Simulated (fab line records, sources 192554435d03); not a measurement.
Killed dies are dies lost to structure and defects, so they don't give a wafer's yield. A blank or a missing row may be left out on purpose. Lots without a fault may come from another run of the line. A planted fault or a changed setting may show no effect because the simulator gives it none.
fab line records | flow n5_finfet
record lots=5 wafers=15 last_day=17
route steps=1938 shown BEOL_M2@870 BEOL_M4@1111
lots that met no fault: from a run of the same line without faults
start_h: hours from the record's first day to the start of the lot's first wafer shown | wait_h: hours since the lot's step before | " the same as in the row above | L1.1+2: a row that stands for several wafers | - no value, or no start given | * or withheld: withheld | < > ~ a bound
route shown NAME@n: a module of which the file shows steps, and the number in the route of the first | usual: mean/standard deviation of fault-free wafers | same: alike in all rows | chamber/n: place in a boat | sites: the reading at each site | _std_site: their standard deviation | _edge_site: outer sites' mean less inner sites' | radius_mm: how far each site lies from the wafer's centre | mask NAME#n: copy n | behind: the tool/chamber that last shaped the wafer | hold: why the lot was held/for how many hours/how that ended | device: the transistor (n, p or np) that didn't switch | end of line: the same wafers' tests at the end of the route | a step without rows: its recipe alone | killed: dies lost to structure and defects at the first sort, not the wafer's yield | map: a wafer's dies, x killed, . not, _ none there
set.NAME: the setting as run; set.NAME@STEP: as run at that earlier step | model.NAME: the simulator's own value behind a step, which no gauge read
lots at some steps of the route; a table a step, a row a wafer
services: from which hour (start_h, from the record's first day; less than 0 if before it) a tool's chamber was out of use, for how many hours, and why
## steps
# step N5_BEOL_M2_COAT_22
# recipe resist=CAR-EUV spin_rpm=1500 resist_thk_nm=30
# step N5_BEOL_M2_EBR_24
# recipe solvent=PGMEA ebr_width_mm=1.5
# step N5_BEOL_M2_SOFTBAKE_23
# recipe temp_c=110 time_s=60 resist=CAR-EUV
# step N5_BEOL_M2_EXPOSE_25
# recipe mask_id=V1 na=0.33 source_shape=quasar sigma_inner=0.2 sigma_outer=0.8 polarization=unpolarized defocus_nm=5 dose_mj=63
# step N5_BEOL_M2_PEB_26
# recipe peb_temp_c=100 peb_time_s=60 resist=CAR-EUV
# step N5_BEOL_M2_DEVELOP_27
# recipe develop_time_s=30 developer=TMAH resist=CAR-EUV rinse_liquid=surfactant_rinse dry=air_spin dev_temp_c=23
# step N5_BEOL_M2_CD_MEAS_28
# recipe target_cd_nm=26.2 landing_energy_ev=500 detector=se_inlens target_cd_y_nm=24.1 polarity=opening
# usual cd_nm=26.20/0.23
# columns lot.wafer tool chamber start_h wait_h cd_nm
L699.1 cd_sem-02 0 165.19 - 26.17
L699.4 " 0 " " 26.25
L699.6 " 0 " " 26.00
L708.1 cd_sem-03 0 215.09 - 26.25
L708.3 " 0 " " 26.19
L708.5 " 0 " " 26.06
L716.2 cd_sem-03 0 244.07 - 26.77
L716.3 " 0 " " 26.56
L716.6 " 0 " " 26.50
L719.1 cd_sem-02 0 274.39 - 25.87
L719.3 " 0 " " 26.07
L719.6 " 0 " " 25.97
L721.1 cd_sem-03 0 281.18 - 26.27
L721.4 " 0 " " 26.40
L721.6 " 0 " " 26.22
# step N5_BEOL_M2_OVL_MEAS_29
# recipe points_per_wafer=522
# usual V1_OVL=0.3/0.63
# columns lot.wafer tool chamber start_h wait_h V1_OVL[nm]
L699.1 overlay-01 0 165.22 0.0 1.5
L699.4 " 0 " " 0.0
L699.6 " 0 " " -0.2
L708.1 overlay-01 0 215.12 0.0 1.0
L708.3 " 0 " " -0.4
L708.5 " 0 " " 0.6
L716.2 overlay-02 0 244.10 0.0 0.0
L716.3 " 0 " " 0.7
L716.6 " 0 " " -0.3
L719.1 overlay-02 0 274.42 0.0 1.0
L719.3 " 0 " " 0.5
L719.6 " 0 " " -0.2
L721.1 overlay-01 0 281.21 0.0 -0.2
L721.4 " 0 " " 0.5
L721.6 " 0 " " 0.3
# step N5_BEOL_M2_INSPECT_30
# recipe mode=adi inspect_instrument=brightfield
# usual raw_defect_count=419/94
# columns lot.wafer tool chamber start_h wait_h raw_defect_count
L699.1 defect_inspect-02 - 165.28 0.1 380
L699.4 " - " " 475
L699.6 " - " " 610
L708.1 defect_inspect-01 - 215.18 0.1 365
L708.3 " - " " 452
L708.5 " - " " 403
L716.2 defect_inspect-02 - 244.15 0.0 463
L716.3 " - " " 460
L716.6 " - " " 511
L719.1 defect_inspect-01 - 274.48 0.1 557
L719.3 " - " " 440
L719.6 " - " " 483
L721.1 defect_inspect-01 - 281.26 0.1 410
L721.4 " - " " 349
L721.6 " - " " 428
# step N5_BEOL_M2_DESCUM_33
# recipe chemistry=O2 time_s=7 source_power_w=50 bias_power_w=20 pressure_mtorr=20 rf_frequency_hz=2.712e+07 temp_c=40 resist=CAR-EUV o2_flow_sccm=225
# usual drypump_motor_current_A=5.6/0.41 oes_product_au=0.81/0.083 rf_fwd_power_W=49.37/0.22 rf_vpp_V=243.4/1 showerhead_plenum_p_Torr=2.11/0.06 throttle_valve_pct=20.44/0.18
# columns lot.wafer tool chamber start_h wait_h drypump_motor_current_A oes_product_au rf_fwd_power_W rf_hours_counter_h rf_vpp_V showerhead_plenum_p_Torr throttle_valve_pct
L699.1 rie_diel-05 1 165.31 0.0 5.9 0.92 49.39 31 243.8 2.03 20.44
L699.4 " 3 " " 6.3 0.68 49.90 241 244.3 2.13 20.48
L699.6 " 0 " " 5.7 0.80 49.23 - 244.0 2.12 20.13
L708.1 rie_diel-05 0 215.22 0.0 5.7 0.80 49.55 110 243.9 2.11 20.15
L708.3 " 1 " " 5.9 0.89 49.44 49 242.2 2.03 20.47
L708.5 " 1 " " 5.8 0.88 49.64 - 241.5 2.03 20.48
L716.2 rie_diel-01 1 244.98 0.8 6.1 0.81 49.07 104 244.6 2.11 20.52
L716.3 " 3 " " 5.6 0.67 49.41 247 244.0 2.15 20.72
L716.6 " 0 " " 5.4 0.82 49.50 - 244.2 2.14 20.47
L719.1 rie_diel-06 2 274.51 0.0 5.3 0.81 49.29 87 244.7 2.20 20.31
L719.3 " 0 " " 5.3 0.72 49.04 195 242.8 2.08 20.68
L719.6 " 2 " " 5.3 0.81 49.27 - 243.7 2.20 20.33
L721.1 rie_diel-01 1 281.30 0.0 6.1 0.80 49.39 118 243.2 2.11 20.53
L721.4 " 0 " " 5.4 0.81 49.33 - 243.1 2.13 20.47
L721.6 " 1 " " 6.1 0.80 49.51 - 243.8 2.11 20.54
# step N5_BEOL_M2_ETCH_77
# recipe chemistry=N2/H2 target=underlayer target_depth_a=65 mask_material=CAR-EUV time_s=5.2 ion_energy_ev=200 pressure_mtorr=30 source_w=840 bias_w=150 n2_flow_sccm=200 h2_flow_sccm=200 ends=cleared
# usual drypump_motor_current_A=5.6/0.41 etch_rf_on_time_s=5.13/0.088 oes_product_au=0.70/0.074 rf_fwd_power_W=820.0/2.5 rf_vpp_V=524.4/2.3 showerhead_plenum_p_Torr=2.56/0.071 throttle_valve_pct=17.83/0.18
# columns lot.wafer tool chamber start_h wait_h drypump_motor_current_A etch_rf_on_time_s oes_product_au rf_fwd_power_W rf_hours_counter_h rf_vpp_V showerhead_plenum_p_Torr throttle_valve_pct
L699.1 rie_diel-05 1 165.34 0.0 5.8 5.15 0.77 825.0 31 519.9 2.47 17.83
L699.4 " 3 " " 6.3 5.20 0.57 822.6 241 525.6 2.63 18.11
L699.6 " 0 " " 5.8 5.18 0.69 819.8 - 523.7 2.59 17.64
L708.1 rie_diel-05 0 215.25 0.0 5.7 5.16 0.67 820.8 110 523.1 2.58 17.64
L708.3 " 1 " " 5.9 5.08 0.74 820.0 49 523.9 2.46 17.89
L708.5 " 1 " " 5.9 5.01 0.75 816.7 - 522.1 2.46 17.88
L716.2 rie_diel-01 1 245.02 0.0 6.1 5.08 0.69 819.1 104 524.9 2.54 17.78
L716.3 " 3 " " 5.6 5.21 0.57 816.8 247 527.2 2.60 18.09
L716.6 " 0 " " 5.4 5.20 0.72 819.4 - 525.2 2.55 17.68
L719.1 rie_diel-06 2 274.55 0.0 5.3 5.22 0.69 818.9 87 525.2 2.68 17.73
L719.3 " 0 " " 5.3 5.26 0.60 821.6 195 523.8 2.54 18.25
L719.6 " 2 " " 5.3 5.23 0.69 821.8 - 526.8 2.68 17.75
L721.1 rie_diel-01 1 281.33 0.0 6.1 5.06 0.70 824.7 118 526.6 2.54 17.80
L721.4 " 0 " " 5.5 5.21 0.70 821.7 - 523.6 2.55 17.71
L721.6 " 1 " " 6.1 5.15 0.69 823.0 - 524.4 2.53 17.81
# step N5_BEOL_M2_ETCH_69
# recipe chemistry=CF4 target=SiARC target_depth_a=156 mask_material=CAR-EUV time_s=26 ion_energy_ev=80 pressure_mtorr=40 source_w=545 bias_w=36 Ar_flow_sccm=100 cf4_flow_sccm=100 ends=cleared
# usual drypump_motor_current_A=5.6/0.41 etch_rf_on_time_s=25.7/0.37 mfc_ar_sccm=100.0/0.3 oes_product_au=0.70/0.074 rf_fwd_power_W=532.1/1.9 rf_vpp_V=184.3/1.1 showerhead_plenum_p_Torr=2.15/0.054 throttle_valve_pct=15.55/0.22
# columns lot.wafer tool chamber start_h wait_h drypump_motor_current_A etch_rf_on_time_s mfc_ar_sccm oes_product_au rf_fwd_power_W rf_hours_counter_h rf_vpp_V showerhead_plenum_p_Torr throttle_valve_pct
L699.1 rie_diel-05 1 165.36 0.0 5.9 25.8 99.8 0.77 530.7 31 184.4 2.08 15.54
L699.4 " 3 " " 6.3 25.5 99.8 0.59 534.0 241 184.8 2.19 15.82
L699.6 " 0 " " 5.7 25.7 99.9 0.68 529.6 - 183.5 2.16 15.23
L708.1 rie_diel-05 0 215.27 0.0 5.7 25.8 100.0 0.67 531.9 110 184.0 2.16 15.26
L708.3 " 1 " " 5.9 25.8 99.8 0.75 532.9 49 184.0 2.07 15.55
L708.5 " 1 " " 5.8 25.8 99.9 0.75 534.3 - 183.6 2.07 15.57
L716.2 rie_diel-01 1 245.04 0.0 6.1 25.6 100.4 0.69 532.1 104 183.7 2.16 15.67
L716.3 " 3 " " 5.6 26.2 99.6 0.57 532.5 247 186.4 2.20 15.94
L716.6 " 0 " " 5.4 25.6 99.7 0.71 534.0 - 184.9 2.16 15.48
L719.1 rie_diel-06 2 274.56 0.0 5.3 25.9 100.1 0.70 534.0 87 185.3 2.24 15.43
L719.3 " 0 " " 5.3 26.0 100.1 0.62 531.7 195 182.6 2.13 15.86
L719.6 " 2 " " 5.3 25.8 100.1 0.70 532.2 - 186.5 2.24 15.44
L721.1 rie_diel-01 1 281.35 0.0 6.1 25.2 100.2 0.69 533.4 118 185.7 2.16 15.69
L721.4 " 0 " " 5.4 25.7 99.9 0.70 528.5 - 182.8 2.15 15.50
L721.6 " 1 " " 6.1 25.4 99.9 0.69 531.5 - 183.3 2.16 15.69
# step N5_BEOL_M2_ALD_98
# recipe material=SiO2 target_thk_a=25 temp_c=100 ald_precursor_family=BDEAS ald_co_reactant=O2-plasma pulse_time_s=1 co_reactant_pulse_time_s=1 purge_time_s=2 co_reactant_purge_time_s=2 ald_cycles=17 pressure_torr=2
# usual ald_cycles=17/0 heater_power_w=77/5.9 precursor_pulse_height_rel=1.000/0.02
# same pulse_time_s=1
# columns lot.wafer tool chamber start_h wait_h ald_cycles heater_power_w precursor_pulse_height_rel model.SiO2_of_BEOL_M2_ALD_98.thk_nm
L699.1 ald_sin-04 1 165.53 0.1 17 71 0.984 2.4
L699.4 " 2 " " 17 81 1.026 2.6
L699.6 " 1 " " 17 69 1.030 2.6
L708.1 ald_sin-04 2 215.35 0.1 17 78 1.037 2.6
L708.3 " 1 " " 25 71 1.009 3.6
L708.5 " 1 " " 25 71 0.977 3.6
L716.2 ald_sin-03 1 245.35 0.3 17 79 0.990 2.6
L716.3 " 3 " " 17 71 0.994 2.4
L716.6 " 3 " " 17 68 0.987 2.6
L719.1 ald_sin-01 0 274.72 0.1 17 85 1.017 2.4
L719.3 " 1 " " 17 75 0.974 2.4
L719.6 " 1 " " 17 73 0.998 2.6
L721.1 ald_sin-03 1 281.43 0.1 17 79 1.021 2.6
L721.4 " 2 " " 17 81 0.998 2.6
L721.6 " 3 " " 17 70 1.031 2.6
# step N5_BEOL_M2_ETCHBACK_99
# recipe chemistry=CHF3 target=SiO2 target_depth_a=50 time_s=10.4 source_w=215 bias_w=47 Ar_flow_sccm=200 CHF3_flow_sccm=12 ion_energy_ev=100 pressure_mtorr=30
# usual drypump_motor_current_A=5.6/0.42 mfc_ar_sccm=200.1/0.54 oes_product_au=0.81/0.085 rf_fwd_power_W=212.4/0.93 rf_vpp_V=241/4.7 showerhead_plenum_p_Torr=2.16/0.062 throttle_valve_pct=17.02/0.19
# columns lot.wafer tool chamber start_h wait_h drypump_motor_current_A mfc_ar_sccm oes_product_au rf_fwd_power_W rf_hours_counter_h rf_vpp_V showerhead_plenum_p_Torr throttle_valve_pct
L699.1 rie_diel-05 3 165.65 0.1 6.3 201.1 0.68 212.7 241 236 2.21 17.28
L699.4 " 2 " " 5.8 200.5 0.90 211.7 44 245 2.09 17.07
L699.6 " 2 " " 5.8 199.4 0.89 211.9 - 245 2.09 17.07
L708.1 rie_diel-05 3 225.61 10.2 6.3 199.2 0.94 212.4 6 237 2.20 16.90
L708.3 " 2 " " 5.8 199.4 0.86 212.9 65 245 2.08 17.11
L708.5 " 0 " " 5.7 199.5 0.78 213.1 - 235 2.18 16.79
L716.2 rie_diel-06 3 249.65 4.2 5.1 200.6 0.93 210.1 13 247 2.21 16.98
L716.3 " 2 " " 5.2 199.8 0.82 212.3 78 246 2.25 16.84
L716.6 " 2 " " 5.3 199.2 0.82 213.1 - 244 2.25 16.80
L719.1 rie_diel-01 2 280.78 6.0 4.9 199.1 0.86 211.2 64 249 2.18 16.86
L719.3 " 0 " " 5.4 199.3 0.82 212.1 100 232 2.15 16.88
L719.6 " 2 " " 4.9 199.7 0.86 212.8 - 248 2.18 16.85
L721.1 rie_diel-01 1 284.91 3.4 6.1 199.9 0.80 211.5 119 239 2.17 17.15
L721.4 " 2 " " 4.9 199.9 0.88 211.9 - 248 2.18 16.85
L721.6 " 0 " " 5.4 200.9 0.82 213.2 - 234 2.15 16.89
# step N5_BEOL_M4_RC_MEAS_101
# usual DIBL_N=36.0/1.7 DIBL_P=36.2/2.3 IOFF_N=0.16/0.03 IOFF_P=0.21/0.036 ION_N=679/11 ION_P=465/7.1 SS_N=71.4/0.58 SS_P=73.3/0.75 VT_N=249/3.1 VT_P=-251/3.5
# columns lot.wafer tool chamber start_h wait_h DIBL_N[mV/V] DIBL_P[mV/V] IOFF_N[nA/um] IOFF_P[nA/um] ION_N[uA/um] ION_P[uA/um] SS_N[mV/dec] SS_P[mV/dec] VT_N[mV] VT_P[mV]
L699.1 prober-01 0 189.08 0.0 33.8 33.3 0.13 0.17 673 462 70.6 72.4 253 -251
L699.4 " 0 " " 35.8 36.5 0.18 0.23 692 472 70.8 73.1 246 -248
L699.6 " 0 " " 33.3 32.1 0.12 0.17 662 449 70.9 72.0 253 -256
L708.1 prober-02 0 251.13 0.0 35.7 36.0 0.16 0.22 681 470 70.8 73.1 251 -248
L708.3 " 0 " " 37.0 37.3 0.17 0.25 682 467 70.8 73.5 246 -246
L708.5 " 0 " " 35.4 35.4 0.14 0.21 662 467 71.4 73.1 253 -249
L716.2 prober-02 0 280.38 0.2 33.9 34.4 0.11 0.18 665 461 70.8 72.9 252 -251
L716.3 " 0 " " 38.7 39.9 0.19 0.25 700 474 72.0 74.0 248 -247
L716.6 " 0 " " 34.8 34.9 0.13 0.17 672 462 70.9 72.3 253 -253
L719.1 prober-01 0 313.62 0.0 38.6 37.5 0.18 0.24 684 469 71.9 73.9 246 -247
L719.3 " 0 " " 37.3 36.1 0.18 0.21 706 474 71.2 73.2 247 -251
L719.6 " 0 " " 36.4 35.1 0.15 0.20 687 461 70.8 73.6 247 -250
L721.1 prober-01 0 316.23 0.0 35.8 36.5 0.16 0.20 687 467 71.9 73.4 248 -253
L721.4 " 0 " " 39.2 39.4 0.20 0.24 691 462 72.5 74.7 247 -251
L721.6 " 0 " " 34.0 33.5 0.12 0.16 667 455 71.1 72.7 251 -255
## services
# columns tool chamber start_h hours kind
ald_sin-03 1 155.05 4.3 repair
ald_sin-04 3 161.32 9.1 repair
rie_diel-06 3 166.60 - clean
rie_diel-06 3 166.60 - consumable_replace:focus_ring
ald_sin-01 - 178.60 14.0 pm
rie_diel-05 3 194.37 - clean
rie_diel-05 3 194.37 - consumable_replace:focus_ring
rie_diel-05 3 194.37 13.7 scheduled_down
rie_diel-05 3 194.37 13.7 vent_cycle
ald_sin-03 3 212.51 5.3 repair
ald_sin-03 1 221.01 18.6 repair
ald_sin-04 1 221.87 4.1 repair
rie_diel-06 3 225.92 16.6 repair
ald_sin-03 - 247.27 2.8 pm
ald_sin-04 2 255.77 4.5 repair
ald_sin-03 0 257.92 3.9 repair
rie_diel-01 3 263.49 2.6 repair
rie_diel-01 3 266.36 - clean
rie_diel-01 3 266.36 - consumable_replace:focus_ring
rie_diel-01 3 266.36 24.7 scheduled_down
rie_diel-01 3 266.36 24.7 vent_cycle
ald_sin-04 - 268.25 14.0 pm
ald_sin-04 0 268.25 14.0 vent_cycle
ald_sin-04 1 268.25 14.0 vent_cycle
## key
first_sign step=N5_BEOL_M2_ALD_98 reading=ald_cycles direction=up sigmas=99+ usual=* struck=*
effect none on later readings
model_effect step=N5_BEOL_M2_ALD_98 value=SiO2_of_BEOL_M2_ALD_98.thk_nm without=2.6 struck=3.6
met_at N5_BEOL_M2_ALD_98
struck_wafers L708.3,L708.5
onset_between 165.53 215.35
fault kind=process_parameter_drift tool=ald_sin-04 chamber=1 onset_h=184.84 steps=N5_BEOL_M2_ALD_98 channel=ald_cycles offset=* shape=step end_h=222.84 acts_in=* stated=*
